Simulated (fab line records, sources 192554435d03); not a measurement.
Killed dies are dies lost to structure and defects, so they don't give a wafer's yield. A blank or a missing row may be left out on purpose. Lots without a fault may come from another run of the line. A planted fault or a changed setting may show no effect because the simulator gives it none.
A struck lot beside a sound one | flow n5_finfet | 16 steps out of a route of 1938
Sound: wafers L196.3, L196.4, L196.6. Struck: wafer L201.4. (L201.1, L201.5 of the same lot were not struck and are left out.) The cause comes at the end.
At each step with rows: each side's tool, then ch and its chambers, then its first start. Under that, the readings that differ: sound wafers | struck wafers | difference of the means | sigmas: that difference in standard deviations of wafers without a fault.
alike: readings whose means differ by less than 2 such deviations, and words and numbers that are the same on both sides. not compared: withheld readings, readings that some wafer has no value for, bounds like >300 that may hide the same value, and numbers for which the record gives no deviation and whose values overlap.
The two part at a step that has a row with sigmas, a row that says differs or no value, or rows on one side only. Numbers that don't overlap but have no deviation are shown without sigmas and don't part them. A reading that every wafer of one side lacks parts them only if that side has two wafers or more.

first, 4 steps without rows for these wafers: N5_BEOL_M10_HM_STRIP_39 (strips TiN in peroxide tin strip, target depth 25 nm, time 158 s); N5_BEOL_M10_SRD_40 (time 30 s); N5_BEOL_M10_PRECLEAN_42 (cleans in residue remover, time 60 s); N5_BEOL_M10_SRD_43 (time 30 s).
N5_BEOL_M10_CD_MEAS_35: target cd 70 nm.
  sound on cd_sem-02, day 10 13:52; struck on cd_sem-03, day 11 20:14
  alike: cd_nm
then, 1 step without rows for these wafers: N5_BEOL_M10_CURE_72 (cures SiCOH lowk, time 120 s).
N5_BEOL_M10_DEGAS_44: time 60 s.
  sound on pvd_sputter-03, day 10 16:41; struck on pvd_sputter-02, day 11 20:46
  alike: heater_power_w, susceptor_temp_C
then, 1 step without rows for these wafers: N5_BEOL_M10_PRE_CLEAN_45 (time 30 s).
N5_BEOL_M10_ALD_74: deposits TaN, target thk 2 nm, pulse time 2 s, purge time 3 s.
  sound on ald_metal-03 ch 0,2, day 10 16:49; struck on ald_metal-03 ch 1, day 11 20:52
  reading                  | sound       | struck | difference | sigmas
  heater_power_outer_w (W) | 203 211 192 | 270    | +68        | +3
  alike: heater_power_w, susceptor_temp_C
N5_BEOL_M10_SURFACE_TREAT_76:
  sound on pvd_sputter-03, day 10 17:11; struck on pvd_sputter-02, day 11 21:16
  not compared: throttle_valve_pct
then, 1 step without rows for these wafers: N5_BEOL_M10_CVD_75 (deposits Co from CCTBA/H2, target thk 2 nm, time 138.9 s).
N5_BEOL_M10_SPUTTER_48: material Cu, target thk 12 nm, time 2 s.
  sound on pvd_sputter-03, day 10 17:26; struck on pvd_sputter-02, day 11 21:28
  alike: susceptor_temp_C, throttle_valve_pct
N5_BEOL_M10_ECD_50: material Cu, target thk 318 nm.
  sound on ecd_cu-01 ch 0,1, day 10 17:35; struck on ecd_cu-01 ch 1, day 11 21:35
  reading                                 | sound             | struck | difference | sigmas
  model.Cu_of_BEOL_M10_ECD_50.thk_nm (nm) | 321.6 315.4 324.4 | 236.6  | -83.9      |
N5_BEOL_M10_ANNEAL_51: time 90 s.
  sound on rtp_anneal-01 ch 0, day 10 17:45; struck on rtp_anneal-01 ch 0, day 11 21:42
  alike: wafer_temp_C_max
N5_BEOL_M10_CMP_52: polishes, stops on SiCOH lowk, t overpolish 7 s, target thk 140 nm.
  sound on cmp-03 ch 2,3, day 10 18:00; struck on cmp-02 ch 3, day 11 22:04
  reading                 | sound                | struck | difference | sigmas
  head_pressure_psi (psi) | 1.0019 1.0001 1.0042 | 0.9965 | -0.0056    | -3
  time_to_endpoint_s (s)  | 61 65 63             | 53     | -10        | -2
  alike: motor_current_A
N5_BEOL_M10_THK_MEAS_53: measures by xrf.
  sound on film_metro-02, day 10 18:15; struck on film_metro-02, day 11 22:17
  alike: M10_THK

WHERE THEY PART
First at N5_BEOL_M10_ALD_74; last, within this record, at N5_BEOL_M10_CMP_52. Later steps at which nothing parts them and some readings are alike: N5_BEOL_M10_THK_MEAS_53.

WHY: what the simulator had put in
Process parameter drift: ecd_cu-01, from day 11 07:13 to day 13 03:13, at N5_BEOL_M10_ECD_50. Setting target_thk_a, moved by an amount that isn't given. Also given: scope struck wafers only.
